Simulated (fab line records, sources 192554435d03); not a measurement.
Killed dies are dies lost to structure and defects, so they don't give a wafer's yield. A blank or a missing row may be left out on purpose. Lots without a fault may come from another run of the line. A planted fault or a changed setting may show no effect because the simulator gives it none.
A struck lot beside a sound one | flow n5_finfet | 34 steps out of a route of 1938
Sound: wafers L751.1, L751.5, L751.6. Struck: wafer L756.3. (L756.1, L756.6 of the same lot were not struck and are left out.) The cause comes at the end.
At each step with rows: each side's tool, then ch and its chambers, then its first start. Under that, the readings that differ: sound wafers | struck wafers | difference of the means | sigmas: that difference in standard deviations of wafers without a fault.
alike: readings whose means differ by less than 2 such deviations, and words and numbers that are the same on both sides. not compared: withheld readings, readings that some wafer has no value for, bounds like >300 that may hide the same value, and numbers for which the record gives no deviation and whose values overlap.
The two part at a step that has a row with sigmas, a row that says differs or no value, or rows on one side only. Numbers that don't overlap but have no deviation are shown without sigmas and don't part them. A reading that every wafer of one side lacks parts them only if that side has two wafers or more.

first, 10 steps without rows for these wafers: N5_BEOL_M11_STRIP_77 (strips in N2/H2, time 10 s); N5_BEOL_M11_HM_STRIP_39 (strips TiN in peroxide tin strip, target depth 25 nm, time 158 s); N5_BEOL_M11_SRD_40 (time 30 s); N5_BEOL_M11_PRECLEAN_42 (cleans in residue remover, time 60 s); N5_BEOL_M11_SRD_43 (time 30 s); N5_BEOL_M11_CURE_72 (cures SiCOH lowk, time 120 s); N5_BEOL_M11_DEGAS_44 (time 60 s); N5_BEOL_M11_PRE_CLEAN_45 (time 30 s); N5_BEOL_M11_ALD_74 (deposits TaN, target thk 2 nm, pulse time 2 s, purge time 3 s); N5_BEOL_M11_SURFACE_TREAT_76.
N5_BEOL_M11_CVD_75: deposits Co from CCTBA/H2, target thk 2 nm, time 138.9 s.
  sound on cvd_co-01 ch 0,2, day 15 02:55; struck on cvd_co-01 ch 0,1, day 16 12:12
then, 22 steps without rows for these wafers: N5_BEOL_M11_SPUTTER_48 (material Cu, target thk 12 nm, time 2 s); N5_BEOL_M11_ECD_50 (material Cu, target thk 318 nm); N5_BEOL_M11_ANNEAL_51 (time 90 s); N5_BEOL_M11_CMP_52 (polishes, stops on SiCOH lowk, t overpolish 7 s, target thk 140 nm); N5_BEOL_M11_PRE_CLEAN_55 (time 15 s); N5_BEOL_M11_DEP_56 (deposits SiCN from 3MS/NH3, target thk 30 nm, time 10.5 s); N5_BEOL_M12_ILD_DEP_00 (deposits SiOC from DEMS/O2, target thk 658.92 nm, time 130.7 s); N5_BEOL_M12_COAT_58 (time 60 s, resist thk 89 nm); N5_BEOL_M12_COAT_04 (resist thk 400 nm); N5_BEOL_M12_EBR_06; N5_BEOL_M12_SOFTBAKE_05 (time 60 s); N5_BEOL_M12_EXPOSE_07 (exposes mask V11); N5_BEOL_M12_PEB_08 (peb time 90 s); N5_BEOL_M12_DEVELOP_09 (develop time 45 s); N5_BEOL_M12_HARDBAKE_14 (time 120 s); N5_BEOL_M12_DESCUM_15 (chemistry O2, time 7.9 s); N5_BEOL_M12_ETCH_59 (etches BARC in N2/H2, target depth 89 nm, overetch 26.7 nm, time 67.9 s); N5_BEOL_M12_VIA_ETCH_16 (etches SiOC in C4F8/O2/Ar, target depth 724.8 nm); N5_BEOL_M12_STRIP_63 (strips in N2/H2); N5_BEOL_M12_STRIP_64 (strips in N2/H2); N5_BEOL_M12_STRIP_71 (strips in post etch residue remover, time 60 s); N5_BEOL_M12_SRD_72 (time 30 s, dry time 30 s).
N5_PASSIVATION_PROBE_49:
  the record has rows for the struck wafers here (prober-02, day 18 11:35) and none for the sound ones

WHERE THEY PART
Only at N5_PASSIVATION_PROBE_49, within this record.

WHY: what the simulator had put in
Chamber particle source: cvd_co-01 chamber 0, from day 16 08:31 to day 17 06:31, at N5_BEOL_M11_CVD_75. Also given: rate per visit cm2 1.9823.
